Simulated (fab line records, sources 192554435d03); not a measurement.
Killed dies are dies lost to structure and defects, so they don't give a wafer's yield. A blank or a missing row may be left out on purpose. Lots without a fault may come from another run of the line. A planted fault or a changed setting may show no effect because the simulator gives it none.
Split-lot experiment | flow n5_finfet | 7 lots, 21 wafers read, on a route of 1938 steps

THE SPLIT
At N5_BEOL_M10_ILD_DEP_00 (deposits SiCOH lowk from DEMS/porogen, target thk 308.51 nm, time 58 s), the setting time_s was moved away from the recipe's 58 s on 9 of the 21 wafers read, by -13.3% to +14.2%. The other wafers ran this setting at the recipe's value.

FROM THE SPLIT TO THE READING: what the file shows between them, 1 step
- N5_BEOL_M10_CURE_71: cures SiCOH lowk, time 240 s

THE READING
M10_ILD_THK, in nm, at N5_BEOL_M10_THK_MEAS_01. Fault-free wafers of this fab line usually give 266 nm, standard deviation 4.7 nm.

wafer  | tool, chamber at the split | time_s as run, s | against the recipe | M10_ILD_THK, nm | against lot-mates on the recipe
L074.2 | pecvd-01, 2                | 58               | recipe             | 261             | -
L074.3 | pecvd-01, 1                | 58               | recipe             | 257             | -
L074.5 | pecvd-01, 1                | 58               | recipe             | 260             | -
L077.2 | pecvd-04, 2                | 58               | recipe             | 267             | -
L077.3 | pecvd-04, 0                | 58               | recipe             | 265             | -
L077.5 | pecvd-04, 2                | 66.26            | +14.2%             | 309             | +43
L087.1 | pecvd-04, 1                | 58               | recipe             | 263             | -
L087.2 | pecvd-04, 2                | 50.26            | -13.3%             | 233             | -33
L087.4 | pecvd-04, 1                | 58               | recipe             | 269             | -
L088.1 | pecvd-03, 0                | 58               | recipe             | 262             | -
L088.3 | pecvd-03, 2                | 54.97            | -5.2%              | 247             | -15
L088.5 | pecvd-03, 0                | 54.97            | -5.2%              | 252             | -10
L093.4 | pecvd-04, 1                | 65.3             | +12.6%             | 306             | no lot-mate on the recipe
L093.5 | pecvd-04, 0                | 65.3             | +12.6%             | 307             | no lot-mate on the recipe
L093.6 | pecvd-04, 2                | 65.3             | +12.6%             | 309             | no lot-mate on the recipe
L095.2 | pecvd-03, 1                | 58               | recipe             | 271             | -
L095.3 | pecvd-03, 0                | 55.11            | -5.0%              | 247             | -20
L095.4 | pecvd-03, 2                | 58               | recipe             | 264             | -
L096.1 | pecvd-01, 2                | 61.58            | +6.2%              | 279             | +17
L096.2 | pecvd-01, 0                | 58               | recipe             | 259             | -
L096.4 | pecvd-01, 2                | 58               | recipe             | 265             | -

THE FIT
A straight line over all 21 wafers: M10_ILD_THK changes by +3.08 nm for each +1% of time_s; r = +0.98; the points scatter about the line by 4.5 nm.
The same after taking each lot's own level away (the mean of its wafers on the recipe; 18 wafers): +2.79 nm for each +1%; r = +0.98; scatter 3.2 nm.
On that fit, the largest move of time_s shifts the reading by 40 nm.
The lots' own levels span 259.3 to 267.5 nm, that is 1.7 times the standard deviation above.
So the lot-to-lot level changes the slope: the two fits differ.
Check: with one of the wafers moved furthest among these (+14.2%) left out of the fit, the line predicts +37.2 nm for it against its lot-mates. It came out at +43 nm against them.

OTHER SPLITS ON THESE WAFERS
These wafers also went through other splits before the reading. Each is held against what the fit with the lots' levels taken away leaves over:
other split on the same wafers | wafers away from the commonest value | r with M10_ILD_THK (lot level and that fit taken away)
N5_BEOL_M3_EXPOSE_08 dose_mj   | 8                                    | -0.45
N5_BEOL_M4_PECVD_72 time_s     | 3                                    | -0.10
N5_BEOL_M5_COAT_60 spin_rpm    | 6                                    | +0.07
N5_BEOL_M5_ETCH_72 bias_w      | 2                                    | +0.37
N5_BEOL_M5_SPUTTER_48 time_s   | 9                                    | -0.05
N5_BEOL_M7_ETCH_41 source_w    | 5                                    | -0.32
N5_BEOL_M8_ALD_77 ald_cycles   | 9                                    | +0.13

THE WHOLE CHAIN: every reading that the file lists as answering this split, in the file's order
step                    | what it does                                                           | reading                                                                                   | change (the file's fit)              | r (the file's)
N5_BEOL_M10_ILD_DEP_00  | deposits SiCOH lowk from DEMS/porogen, target thk 308.51 nm, time 58 s | SiCOH_lowk_of_BEOL_M10_ILD_DEP_00.thk_nm (the simulator's own value, which no gauge read) | +3.15 nm for each +1% of the setting | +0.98
N5_BEOL_M10_CURE_71     | cures SiCOH lowk, time 240 s                                           | SiCOH_lowk_of_BEOL_M10_ILD_DEP_00.thk_nm (the simulator's own value, which no gauge read) | +2.78 nm for each +1% of the setting | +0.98
N5_BEOL_M10_THK_MEAS_01 |                                                                        | M10_ILD_THK                                                                               | +2.79 for each +1% of the setting    | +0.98

THE FILE'S OWN FIT
M10_ILD_THK changes by +2.79 nm for each +1% of time_s, r = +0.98.
